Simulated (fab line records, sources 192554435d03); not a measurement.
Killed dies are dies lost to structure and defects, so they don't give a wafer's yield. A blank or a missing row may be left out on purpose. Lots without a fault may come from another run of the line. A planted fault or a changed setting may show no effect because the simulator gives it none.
Split-lot experiment | flow n5_finfet | 7 lots, 39 wafers read, on a route of 1938 steps

THE SPLIT
At N5_PASSIVATION_ETCH_15 (etches SiCN in CF4/N2, target depth 75 nm, time 81.2 s), the setting target_depth_a was moved away from the recipe's 750 angstrom on 12 of the 39 wafers read, by -37.5% to +37.3%. The other wafers ran this setting at the recipe's value.

The reading is taken at the split's own step.

THE READING
etch.depth_nm (the simulator's own value, which no gauge read), in nm, at N5_PASSIVATION_ETCH_15 (etches SiCN in CF4/N2, target depth 75 nm, time 81.2 s). The file gives no usual value for it. The 27 wafers here that ran the recipe average 64.76 nm, standard deviation 1.4 nm.

wafer  | tool, chamber at the split | target_depth_a as run, angstrom | against the recipe | etch.depth_nm, nm | against lot-mates on the recipe
L085.2 | rie_diel-05, 1             | 750                             | recipe             | 66.31             | -
L085.3 | rie_diel-05, 3             | 750                             | recipe             | 64.58             | -
L085.6 | rie_diel-05, 0             | 750                             | recipe             | 65.32             | -
L088.1 | rie_diel-03, 2             | 495.9                           | -33.9%             | 41.69             | -23.01
L088.2 | rie_diel-03, 3             | 750                             | recipe             | 65.02             | -
L088.3 | rie_diel-03, 1             | 495.9                           | -33.9%             | 41.95             | -22.75
L088.4 | rie_diel-03, 0             | 750                             | recipe             | 63.59             | -
L088.5 | rie_diel-03, 2             | 495.9                           | -33.9%             | 41.29             | -23.41
L088.6 | rie_diel-03, 3             | 750                             | recipe             | 65.48             | -
L089.1 | rie_diel-04, 3             | 1030                            | +37.3%             | 89.74             | +25.66
L089.2 | rie_diel-04, 1             | 1030                            | +37.3%             | 91.46             | +27.38
L089.3 | rie_diel-04, 0             | 750                             | recipe             | 62.79             | -
L089.4 | rie_diel-04, 2             | 1030                            | +37.3%             | 88.06             | +23.98
L089.5 | rie_diel-04, 0             | 750                             | recipe             | 62.27             | -
L089.6 | rie_diel-04, 1             | 750                             | recipe             | 67.18             | -
L090.1 | rie_diel-05, 3             | 750                             | recipe             | 64.69             | -
L090.2 | rie_diel-05, 2             | 750                             | recipe             | 64.92             | -
L090.3 | rie_diel-05, 0             | 750                             | recipe             | 65.87             | -
L090.4 | rie_diel-05, 1             | 750                             | recipe             | 66.61             | -
L090.5 | rie_diel-05, 3             | 750                             | recipe             | 64.61             | -
L090.6 | rie_diel-05, 0             | 750                             | recipe             | 66.09             | -
L087.1 | rie_diel-04, 0             | 908.5                           | +21.1%             | 74.74             | +11.11
L087.2 | rie_diel-04, 2             | 750                             | recipe             | 63.32             | -
L087.3 | rie_diel-04, 1             | 750                             | recipe             | 65.74             | -
L087.4 | rie_diel-04, 3             | 908.5                           | +21.1%             | 78.57             | +14.94
L087.5 | rie_diel-04, 1             | 908.5                           | +21.1%             | 79.97             | +16.34
L087.6 | rie_diel-04, 0             | 750                             | recipe             | 61.84             | -
L093.1 | rie_diel-04, 1             | 750                             | recipe             | 66.79             | -
L093.2 | rie_diel-04, 3             | 750                             | recipe             | 65.18             | -
L093.3 | rie_diel-04, 0             | 750                             | recipe             | 62.49             | -
L093.4 | rie_diel-04, 0             | 750                             | recipe             | 62.79             | -
L093.5 | rie_diel-04, 3             | 750                             | recipe             | 65.63             | -
L093.6 | rie_diel-04, 1             | 750                             | recipe             | 66.3              | -
L094.1 | rie_diel-05, 1             | 468.4                           | -37.5%             | 41.41             | -23.00
L094.2 | rie_diel-05, 0             | 468.4                           | -37.5%             | 41.04             | -23.37
L094.3 | rie_diel-05, 2             | 750                             | recipe             | 64.6              | -
L094.4 | rie_diel-05, 3             | 750                             | recipe             | 64.31             | -
L094.5 | rie_diel-05, 0             | 468.4                           | -37.5%             | 40.91             | -23.50
L094.6 | rie_diel-05, 3             | 750                             | recipe             | 64.33             | -

THE FIT
A straight line over all 39 wafers: etch.depth_nm changes by +0.654 nm for each +1% of target_depth_a; r = +0.99; the points scatter about the line by 1.5 nm.
The same after taking each lot's own level away (the mean of its wafers on the recipe; 39 wafers): +0.663 nm for each +1%; r = +0.99; scatter 1.4 nm.
On that fit, the largest move of target_depth_a shifts the reading by 25 nm.
The lots' own levels span 63.633 to 65.465 nm, that is 1.3 times the standard deviation above.
So the lot-to-lot level changes the slope little: the two slopes agree.
Check: with one of the wafers moved furthest among these (-37.5%) left out of the fit, the line predicts -25 nm for it against its lot-mates. It came out at -23 nm against them.

OTHER SPLITS ON THESE WAFERS
These wafers also went through other splits before the reading. Each is held against what the fit with the lots' levels taken away leaves over:
other split on the same wafers    | wafers away from the commonest value | r with etch.depth_nm (lot level and that fit taken away)
N5_BEOL_M9_HM_DEP_02 target_thk_a | 15                                   | -0.17

THE FILE'S OWN FIT
etch.depth_nm changes by +0.662 nm for each +1% of target_depth_a, r = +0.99.
